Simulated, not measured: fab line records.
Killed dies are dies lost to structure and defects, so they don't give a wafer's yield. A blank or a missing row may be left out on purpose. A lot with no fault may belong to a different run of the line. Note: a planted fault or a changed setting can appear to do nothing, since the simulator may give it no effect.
fab line records	flow nand-harc	part 1 of 2: steps 1 to 4 of 6
record: lots: 22	wafers: 66	last-day: 33
route steps=1302 shown A_BLC@1125 A_M0@1154 A_BONDPAD@1204
lots untouched by any fault: they come from a run of this same line in which no faults occurred
start-h: start of the lot's first displayed wafer, in hours after the record's first day	wait-h: hours from the lot's prior step to this one	" the same as in the row above	L1.1+2: a single row standing in for several wafers	- no value present, or no start provided	* or withheld: withheld	< > ~ a bound
route shown NAME@n: NAME is a module with steps in the file, n the number in the route of the first one	usual: mean/standard deviation of fault-free wafers	same: alike in all rows	chamber/n: place in a boat	sites: readings site by site	_std_site: the standard deviation of these	_edge_site: inner sites' mean taken away from outer sites' mean	radius-mm: how far each site lies from the wafer's centre	mask NAME#n: copy n	behind: the tool/chamber that last shaped the wafer	hold: what put the lot on hold/how long, in hours/how the hold closed	device: the transistor (n, p or np) that didn't switch	end of line: tests of these same wafers at the route's end	a step given without rows: its recipe and nothing more	killed: the dies lost at the first sort to structure and to defects; this is not the yield of the wafer	map: dies across one wafer; x = killed, . = not, _ = none there
set.NAME: the setting the step ran with; set.NAME@STEP: the setting that earlier step ran with	model.NAME: the simulator's own value behind a step, which no gauge read
steps of the route over a sample of lots; a table a step, a row a wafer
services: when a tool's chamber went out of use (start-h, in hours from the record's first day, below 0 if earlier), for how many hours, and the reason
== steps ==
step: NHARC_A_BLC_STRIP_29
recipe: cf4-flow-sccm: 150	ar-flow-sccm: 0	bias-w: 0	chemistry: CF4
usual: cf4-flow-sccm: 150.1/0.4	chamber-pressure-mTorr: 50.00/0.051	drypump-motor-current-A: 5.8/0.55	oes-product-au: 1.001/0.0095	rf-vpp-V: 59.6/0.88	showerhead-plenum-p-Torr: 1.79/0.073	throttle-valve-pct: 13.285/0.0095
lot.wafer	tool	chamber	start-h	wait-h	cf4-flow-sccm	chamber-pressure-mTorr	drypump-motor-current-A	oes-product-au	rf-hours-counter-h	rf-vpp-V	showerhead-plenum-p-Torr	throttle-valve-pct
L075.2	rie-diel-12	0	526.83	0.1	149.6	49.98	6.1	1.028	5	59.3	1.80	13.306
L075.3	"	2	"	"	149.9	50.01	6.4	1.003	3	59.7	1.88	13.297
L075.6	"	3	"	"	150.4	49.88	4.6	0.992	-	60.1	1.89	13.278
L076.1	rie-diel-12	3	534.37	0.1	149.1	50.03	4.6	0.998	4	59.9	1.89	13.278
L076.5	"	3	"	"	150.5	50.02	4.6	0.990	-	60.3	1.89	13.280
L076.4	"	1	"	"	150.7	49.93	6.0	0.983	-	59.1	1.68	13.295
L074.4	rie-diel-08	0	534.59	0.1	150.2	50.04	5.2	1.007	47	59.3	1.75	13.301
L074.5	"	2	"	"	150.3	49.95	5.0	1.020	-	59.0	1.78	13.277
L074.6	"	3	"	"	149.5	50.08	5.9	0.999	-	59.8	1.76	13.291
L077.2	rie-diel-01	3	537.64	0.1	150.7	50.05	5.8	0.998	15	60.9	1.72	13.291
L077.5	"	0	"	"	150.6	50.06	6.3	1.013	-	59.6	1.75	13.286
L077.4	"	2	"	"	150.0	50.09	6.3	1.005	-	60.5	1.81	13.291
L078.1	rie-diel-01	2	553.63	0.1	150.2	49.98	6.3	1.007	17	59.1	1.81	13.270
L078.4	"	3	"	"	149.9	50.02	5.8	1.001	17	57.9	1.72	13.291
L078.5	"	1	"	"	150.3	50.02	5.7	1.010	-	59.4	1.73	13.289
L079.3	rie-diel-12	3	559.29	0.1	149.5	49.98	4.6	1.000	7	61.0	1.89	13.277
L079.1	"	0	"	"	149.6	50.01	6.1	1.012	7	59.8	1.80	13.289
L079.2	"	2	"	"	149.1	49.92	6.4	0.996	6	59.2	1.88	13.302
L080.2	rie-diel-01	0	572.86	0.1	149.4	49.98	6.3	0.995	0	58.7	1.75	13.293
L080.6	"	1	"	"	150.2	49.83	5.7	0.993	-	60.8	1.73	13.281
L080.5	"	2	"	"	149.8	50.09	6.3	1.002	-	59.7	1.81	13.284
L082.1	rie-diel-12	0	592.99	0.1	149.8	49.98	6.1	1.001	9	58.3	1.80	13.277
L082.4	"	2	"	"	150.6	49.99	6.3	0.989	8	59.5	1.88	13.291
L082.6	"	0	"	"	150.4	50.07	6.1	1.001	-	58.4	1.80	13.285
L081.1	rie-diel-12	3	596.97	0.1	149.9	49.99	4.6	0.994	9	61.2	1.89	13.275
L081.5	"	0	"	"	150.1	50.09	6.1	1.000	-	60.5	1.80	13.294
L081.6	"	1	"	"	150.2	50.04	6.0	0.983	-	60.7	1.68	13.278
L085.3	rie-diel-12	0	641.19	0.1	150.1	50.03	6.1	1.001	1	58.6	1.80	13.284
L085.1	"	1	"	"	149.9	50.03	6.0	0.995	0	59.1	1.68	13.288
L085.4	"	2	"	"	150.0	49.99	6.3	0.984	1	60.7	1.88	13.282
L084.3	rie-diel-08	0	644.96	0.1	150.0	49.92	5.3	0.988	30	59.4	1.74	13.266
L084.2	"	3	"	"	149.7	50.09	5.9	1.007	24	58.7	1.75	13.308
L084.6	"	1	"	"	150.6	49.93	5.7	1.007	-	60.7	1.88	13.277
L086.4	rie-diel-01	0	649.74	0.1	149.4	49.98	6.3	0.993	8	57.0	1.75	13.286
L086.3	"	1	"	"	150.3	50.01	5.7	0.993	8	59.7	1.73	13.284
L086.1	"	3	"	"	150.6	49.96	5.8	0.994	7	58.9	1.72	13.280
L087.5	rie-diel-01	2	652.74	0.1	150.1	50.07	6.3	0.996	-	58.0	1.81	13.291
L087.6	"	3	"	"	150.0	49.96	5.8	0.998	-	58.7	1.72	13.287
L087.4	"	1	"	"	149.9	50.07	5.7	1.007	-	58.3	1.73	13.299
L090.1	rie-diel-12	1	682.25	0.1	150.4	50.04	6.0	0.990	3	58.3	1.68	13.280
L090.2	"	2	"	"	150.1	50.06	6.4	1.002	3	59.3	1.87	13.279
L090.6	"	1	"	"	150.4	50.13	6.0	1.000	-	58.9	1.68	13.287
L088.4	rie-diel-12	1	687.74	0.1	149.7	50.01	6.0	1.002	4	59.7	1.68	13.300
L088.2	"	2	"	"	150.2	49.93	6.4	1.000	4	60.6	1.88	13.274
L088.5	"	1	"	"	149.9	50.00	6.0	0.981	-	59.4	1.68	13.291
L089.4	rie-diel-12	3	689.53	0.1	150.3	50.08	4.6	1.020	3	60.3	1.89	13.292
L089.2	"	0	"	"	150.8	49.96	6.1	1.008	4	60.1	1.80	13.299
L089.6	"	3	"	"	150.0	50.01	4.6	1.020	-	59.1	1.89	13.268
L092.4	rie-diel-01	1	707.09	0.1	149.5	49.97	5.7	1.003	12	61.0	1.73	13.288
L092.3	"	2	"	"	149.8	50.12	6.3	1.011	12	60.4	1.81	13.277
L092.5	"	1	"	"	149.8	50.02	5.7	0.999	-	59.8	1.73	13.279
L094.2	rie-diel-08	1	711.00	0.1	150.4	50.00	5.7	1.000	53	59.6	1.88	13.279
L094.1	"	2	"	"	149.7	50.01	5.0	1.003	48	59.9	1.77	13.273
L094.6	"	2	"	"	149.6	49.98	5.0	1.008	-	59.0	1.77	13.288
L093.4	rie-diel-12	2	712.18	0.1	150.8	49.96	6.4	0.999	5	58.1	1.87	13.283
L093.3	"	0	"	"	149.9	49.99	6.0	1.013	5	59.7	1.80	13.278
L093.5	"	1	"	"	149.6	50.05	6.0	1.001	-	58.7	1.68	13.283
L096.3	rie-diel-12	2	716.73	0.1	149.8	50.10	6.3	0.999	6	60.0	1.87	13.285
L096.1	"	3	"	"	149.2	49.99	4.6	1.008	5	61.0	1.89	13.285
L096.6	"	1	"	"	150.4	50.00	6.0	1.002	-	58.4	1.68	13.283
L095.2	rie-diel-12	1	720.36	0.1	150.0	49.95	6.0	0.988	6	58.8	1.68	13.269
L095.5	"	3	"	"	150.1	50.02	4.6	0.991	-	60.3	1.89	13.296
L095.6	"	0	"	"	150.7	50.00	6.1	1.022	-	58.4	1.80	13.272
L097.4	rie-diel-12	2	750.63	0.1	150.7	50.01	6.4	1.003	9	58.5	1.87	13.284
L097.3	"	3	"	"	150.3	49.96	4.6	1.021	8	59.2	1.89	13.288
L097.6	"	1	"	"	150.0	50.00	6.0	1.006	-	59.7	1.68	13.289
step: NHARC_A_M0_STRIP_18
recipe: power-w: 1000	n2-flow-sccm: 150	h2-flow-sccm: 150	ar-flow-sccm: 0	bias-w: 0	chemistry: N2/H2
usual: chamber-pressure-mTorr: 29.996/0.029	drypump-motor-current-A: 5.7/0.46	oes-product-au: 0.999/0.011	rf-vpp-V: 90.8/0.96	showerhead-plenum-p-Torr: 2.09/0.078	throttle-valve-pct: 14.170/0.0087
lot.wafer	tool	chamber	start-h	wait-h	chamber-pressure-mTorr	drypump-motor-current-A	oes-product-au	rf-hours-counter-h	rf-vpp-V	showerhead-plenum-p-Torr	throttle-valve-pct
L075.3	rie-diel-06	2	530.16	0.1	29.982	4.6	0.983	1.6	90.4	2.16	14.165
L075.2	"	3	"	"	29.975	6.1	1.013	1.8	90.5	2.12	14.174
L075.6	"	3	"	"	29.979	6.1	0.997	-	91.8	2.12	14.157
L076.4	rie-diel-11	1	537.79	0.1	29.979	5.4	0.994	6.8	91.6	2.19	14.157
L076.1	"	2	"	"	30.025	6.3	0.986	6.7	90.5	1.97	14.178
L076.5	"	1	"	"	29.972	5.4	0.993	-	90.9	2.19	14.171
L074.4	rie-diel-03	1	538.06	0.1	30.011	5.6	1.007	2.8	90.1	2.15	14.161
L074.6	"	0	"	"	30.036	5.8	1.002	-	91.3	2.06	14.166
L074.5	"	1	"	"	29.933	5.5	1.010	-	91.7	2.15	14.196
L077.2	rie-diel-06	1	540.94	0.1	30.001	5.7	0.997	1.6	91.1	1.95	14.175
L077.4	"	3	"	"	30.000	6.1	1.007	2.0	91.7	2.12	14.166
L077.5	"	0	"	"	30.042	6.1	0.993	-	89.9	2.18	14.179
L078.4	rie-diel-03	1	557.30	0.1	30.016	5.5	1.001	3.9	93.7	2.15	14.170
L078.1	"	2	"	"	30.046	5.8	1.002	3.4	90.9	2.11	14.164
L078.5	"	0	"	"	29.995	5.8	0.990	-	91.8	2.06	14.176
L079.3	rie-diel-03	1	562.68	0.1	30.013	5.5	1.009	4.6	91.5	2.15	14.164
L079.2	"	2	"	"	29.984	5.8	1.001	4.0	91.0	2.11	14.171
L079.1	"	3	"	"	29.972	6.1	1.003	4.9	89.7	2.01	14.164
L080.2	rie-diel-06	0	576.11	0.1	30.020	6.1	1.000	3.0	91.2	2.18	14.155
L080.6	"	1	"	"	30.032	5.7	0.997	-	90.6	1.95	14.174
L080.5	"	2	"	"	29.967	4.6	0.976	-	91.8	2.16	14.179
L082.1	rie-diel-06	2	596.38	0.1	30.007	4.6	0.987	3.0	92.2	2.16	14.161
L082.4	"	0	"	"	29.951	6.1	0.985	3.3	90.3	2.18	14.177
L082.6	"	1	"	"	30.064	5.7	0.998	-	89.4	1.95	14.187
L081.1	rie-diel-03	1	600.52	0.1	30.042	5.5	1.020	6.3	92.0	2.15	14.175
L081.5	"	0	"	"	29.986	5.7	0.983	-	90.8	2.06	14.171
L081.6	"	1	"	"	29.963	5.5	1.017	-	91.7	2.15	14.171
L085.1	rie-diel-06	1	644.93	0.1	29.996	5.6	1.009	6.9	90.1	1.95	14.159
L085.3	"	2	"	"	29.979	4.6	0.996	6.0	90.2	2.16	14.178
L085.4	"	3	"	"	29.988	6.1	1.016	5.5	92.2	2.12	14.152
L084.3	rie-diel-06	0	648.18	0.1	29.969	6.1	0.988	6.7	91.7	2.18	14.172
L084.2	"	2	"	"	29.973	4.6	0.991	6.2	91.3	2.16	14.170
L084.6	"	1	"	"	29.963	5.7	1.008	-	89.3	1.95	14.180
L086.3	rie-diel-11	0	653.16	0.1	30.017	5.7	1.012	4.3	91.3	2.12	14.171
L086.1	"	2	"	"	30.045	6.3	0.992	3.0	90.4	1.96	14.163
L086.4	"	3	"	"	29.988	5.5	1.004	3.5	90.6	2.02	14.166
L087.4	rie-diel-03	3	656.07	0.1	30.029	6.1	0.994	0.2	91.1	2.01	14.173
L087.6	"	1	"	"	29.989	5.5	1.008	-	90.9	2.15	14.161
L087.5	"	2	"	"	30.024	5.8	1.017	-	90.6	2.11	14.169
L090.1	rie-diel-03	0	685.64	0.1	30.008	5.8	0.984	1.3	90.3	2.06	14.155
L090.2	"	2	"	"	30.026	5.8	1.006	1.0	90.8	2.11	14.160
L090.6	"	0	"	"	29.992	5.8	0.986	-	90.5	2.06	14.156
L088.2	rie-diel-06	1	691.15	0.1	29.983	5.6	0.991	0.9	89.9	1.95	14.185
L088.5	"	3	"	"	30.017	6.1	1.001	-	91.3	2.12	14.174
L088.4	"	2	"	"	30.025	4.6	0.980	-	90.6	2.16	14.177
L089.2	rie-diel-06	1	692.86	0.1	29.986	5.7	0.988	1.0	89.5	1.95	14.171
L089.4	"	3	"	"	30.046	6.1	0.997	-	90.6	2.12	14.177
L089.6	"	1	"	"	29.998	5.7	0.995	-	90.0	1.95	14.163
L092.3	rie-diel-03	0	710.32	0.1	30.011	5.7	0.991	2.5	91.5	2.06	14.160
L092.4	"	3	"	"	30.006	6.1	0.998	2.4	88.5	2.00	14.171
L092.5	"	1	"	"	30.041	5.6	1.002	-	92.3	2.15	14.174
L094.2	rie-diel-11	1	714.30	0.1	30.009	5.4	1.003	6.7	91.7	2.18	14.180
L094.1	"	2	"	"	30.025	6.3	0.990	6.6	88.7	1.96	14.181
L094.6	"	0	"	"	29.985	5.7	0.993	-	91.5	2.12	14.165
L093.3	rie-diel-03	0	715.63	0.1	30.006	5.8	0.980	2.6	90.0	2.06	14.174
L093.4	"	1	"	"	29.954	5.5	0.998	2.4	89.6	2.15	14.159
L093.5	"	3	"	"	29.958	6.1	1.002	-	89.1	2.00	14.150
L096.1	rie-diel-03	2	719.97	0.1	30.005	5.9	1.011	2.6	90.6	2.11	14.158
L096.3	"	3	"	"	30.015	6.1	0.991	3.0	89.4	2.00	14.183
L096.6	"	1	"	"	30.023	5.6	0.999	-	90.8	2.15	14.169
L095.2	rie-diel-06	3	723.74	0.1	29.984	6.1	1.013	3.1	92.6	2.12	14.156
L095.5	"	3	"	"	29.963	6.1	1.017	-	91.2	2.12	14.172
L095.6	"	0	"	"	29.959	6.1	1.018	-	91.4	2.18	14.173
L097.4	rie-diel-11	0	753.98	0.1	29.989	5.7	0.998	10.0	93.2	2.12	14.184
L097.3	"	1	"	"	29.970	5.4	1.012	9.1	92.4	2.18	14.160
L097.6	"	1	"	"	30.010	5.4	1.011	-	90.0	2.18	14.189
step: NHARC_A_M0_PVD_21
recipe: target-thk-a: 300	chamber-pressure-pa: 5	power-w: 5000	substrate-temp-c: 30	time-s: 20.49	material: Cu
usual: chamber-pressure-pa: 5.000/0.0096	throttle-valve-pct: 30.3/1.1
lot.wafer	tool	chamber	start-h	wait-h	chamber-pressure-pa	throttle-valve-pct
L075.3	pvd-sputter-02	-	-	-	5.008	29.6
L075.2	"	-	"	"	4.992	30.6
L075.6	"	-	"	"	5.003	29.7
L076.4	pvd-sputter-01	-	-	-	4.995	30.9
L076.1	"	-	"	"	4.987	31.7
L076.5	"	-	"	"	4.998	30.7
L074.4	pvd-sputter-03	-	-	-	4.996	29.1
L074.5	"	-	"	"	5.016	29.2
L074.6	"	-	"	"	4.991	29.9
L077.4	pvd-sputter-02	-	-	-	4.993	31.8
L077.2	"	-	"	"	5.004	30.9
L077.5	"	-	"	"	4.992	31.7
L078.1	pvd-sputter-02	-	-	-	5.007	32.4
L078.4	"	-	"	"	5.006	29.7
L078.5	"	-	"	"	4.991	31.9
L079.1	pvd-sputter-01	-	-	-	4.984	28.2
L079.2	"	-	"	"	4.990	31.6
L079.3	"	-	"	"	5.012	30.6
L080.2	pvd-sputter-03	-	-	-	4.994	29.0
L080.5	"	-	"	"	4.984	30.9
L080.6	"	-	"	"	4.978	29.2
L082.1	pvd-sputter-01	-	-	-	5.004	28.5
L082.4	"	-	"	"	5.000	31.5
L082.6	"	-	"	"	5.003	31.3
L081.1	pvd-sputter-03	-	-	-	5.005	29.3
L081.5	"	-	"	"	5.001	29.3
L081.6	"	-	"	"	5.002	30.0
L085.4	pvd-sputter-01	-	-	-	5.007	31.6
L085.3	"	-	"	"	5.002	31.5
L085.1	"	-	"	"	4.998	30.7
L084.2	pvd-sputter-01	-	-	-	4.997	30.5
L084.3	"	-	"	"	4.991	28.9
L084.6	"	-	"	"	4.997	28.9
L086.1	pvd-sputter-01	-	-	-	4.990	31.8
L086.3	"	-	"	"	5.008	31.8
L086.4	"	-	"	"	4.995	31.1
L087.4	pvd-sputter-01	-	-	-	4.982	28.8
L087.6	"	-	"	"	4.993	28.7
L087.5	"	-	"	"	5.001	31.6
L090.2	pvd-sputter-02	-	-	-	5.000	29.9
L090.1	"	-	"	"	5.014	29.8
L090.6	"	-	"	"	5.007	31.6
L088.2	pvd-sputter-02	-	-	-	5.005	29.8
L088.4	"	-	"	"	4.995	30.3
L088.5	"	-	"	"	5.005	29.9
L089.2	pvd-sputter-03	-	-	-	4.995	30.0
L089.4	"	-	"	"	5.010	31.2
L089.6	"	-	"	"	5.023	30.9
L092.4	pvd-sputter-02	-	-	-	5.002	29.8
L092.3	"	-	"	"	4.982	30.0
L092.5	"	-	"	"	5.008	30.2
L094.1	pvd-sputter-03	-	-	-	5.001	29.8
L094.2	"	-	"	"	4.999	31.8
L094.6	"	-	"	"	5.020	29.9
L093.3	pvd-sputter-03	-	-	-	5.014	29.8
L093.4	"	-	"	"	5.001	31.8
L093.5	"	-	"	"	4.982	29.5
L096.3	pvd-sputter-01	-	-	-	5.001	30.8
L096.1	"	-	"	"	4.992	32.1
L096.6	"	-	"	"	5.005	30.8
L095.2	pvd-sputter-03	-	-	-	5.002	29.1
L095.6	"	-	"	"	4.993	29.6
L095.5	"	-	"	"	4.993	31.6
L097.3	pvd-sputter-03	-	-	-	5.007	29.3
L097.4	"	-	"	"	5.005	29.9
L097.6	"	-	"	"	5.000	32.1
step: NHARC_A_M0_DEP_32
recipe: target-thk-a: 300	temp-c: 370	target-thk-nm: 30	pressure-torr: 3	flow-sccm: 200	rf-w: 450	material: SiCN
usual: chamber-pressure-Torr: 3.000/0.0065	heater-power-w: 578/64
lot.wafer	tool	chamber	start-h	wait-h	chamber-pressure-Torr	heater-power-w	since-wet-clean-h
L075.3	pecvd-01	2	532.41	0.1	3.019	683	27
L075.2	"	1	"	"	2.995	622	27
L075.6	"	1	"	"	2.992	625	-
L076.1	pecvd-02	0	540.03	0.1	3.000	525	119
L076.4	"	0	"	"	3.001	542	-
L076.5	"	1	"	"	2.999	504	-
L074.5	pecvd-01	1	540.43	0.2	3.010	596	-
L074.6	"	2	"	"	3.003	617	-
L074.4	"	0	"	"	2.996	717	-
L077.2	pecvd-02	0	543.17	0.1	3.005	539	122
L077.4	"	0	"	"	3.001	532	-
L077.5	"	2	"	"	3.006	615	-
L078.1	pecvd-01	1	559.55	0.1	3.003	593	54
L078.4	"	1	"	"	3.004	602	-
L078.5	"	0	"	"	3.013	633	-
L079.3	pecvd-03	1	564.98	0.1	2.995	513	5
L079.1	"	2	"	"	2.999	502	5
L079.2	"	0	"	"	3.008	583	5
L080.2	pecvd-02	1	578.41	0.1	2.999	548	157
L080.5	"	2	"	"	2.997	590	-
L080.6	"	0	"	"	3.000	448	-
L082.1	pecvd-03	1	598.68	0.1	3.006	559	38
L082.6	"	2	"	"	2.993	525	-
L082.4	"	1	"	"	3.005	553	-
L081.1	pecvd-01	2	602.72	0.1	3.007	606	98
L081.5	"	2	"	"	3.010	595	-
L081.6	"	0	"	"	2.994	656	-
L085.1	pecvd-02	0	647.31	0.1	3.001	476	45
L085.3	"	1	"	"	3.001	565	45
L085.4	"	0	"	"	2.998	472	-
L084.2	pecvd-03	1	650.53	0.1	2.998	549	90
L084.3	"	2	"	"	3.001	466	90
L084.6	"	2	"	"	2.987	463	-
L086.3	pecvd-03	1	655.58	0.1	3.001	583	95
L086.1	"	0	"	"	2.995	566	95
L086.4	"	2	"	"	2.996	470	-
L087.5	pecvd-02	0	658.39	0.2	3.001	480	-
L087.6	"	1	"	"	2.997	650	-
L087.4	"	2	"	"	2.999	551	-
L090.2	pecvd-01	2	688.05	0.1	2.995	614	2
L090.1	"	0	"	"	3.007	629	2
L090.6	"	1	"	"	3.004	659	-
L088.2	pecvd-02	1	693.46	0.1	3.004	600	91
L088.4	"	2	"	"	2.999	563	-
L088.5	"	0	"	"	3.010	456	-
L089.2	pecvd-02	0	695.09	0.1	3.001	482	92
L089.4	"	1	"	"	3.018	572	-
L089.6	"	2	"	"	3.005	575	-
L092.3	pecvd-01	0	712.64	0.1	2.996	602	26
L092.4	"	1	"	"	3.004	625	-
L092.5	"	0	"	"	2.993	618	-
L094.1	pecvd-03	0	716.56	0.1	3.002	537	156
L094.2	"	1	"	"	3.001	544	156
L094.6	"	1	"	"	3.008	551	-
L093.3	pecvd-03	1	717.94	0.1	2.994	479	158
L093.4	"	0	"	"	2.999	523	-
L093.5	"	1	"	"	2.997	479	-
L096.1	pecvd-01	0	722.22	0.1	3.003	649	36
L096.3	"	1	"	"	3.000	626	36
L096.6	"	1	"	"	2.999	621	-
L095.2	pecvd-02	2	726.03	0.1	3.001	522	123
L095.5	"	1	"	"	2.990	520	-
L095.6	"	2	"	"	3.003	532	-
L097.3	pecvd-01	2	756.31	0.1	3.011	669	70
L097.6	"	0	"	"	3.000	679	-
L097.4	"	2	"	"	3.007	672	-
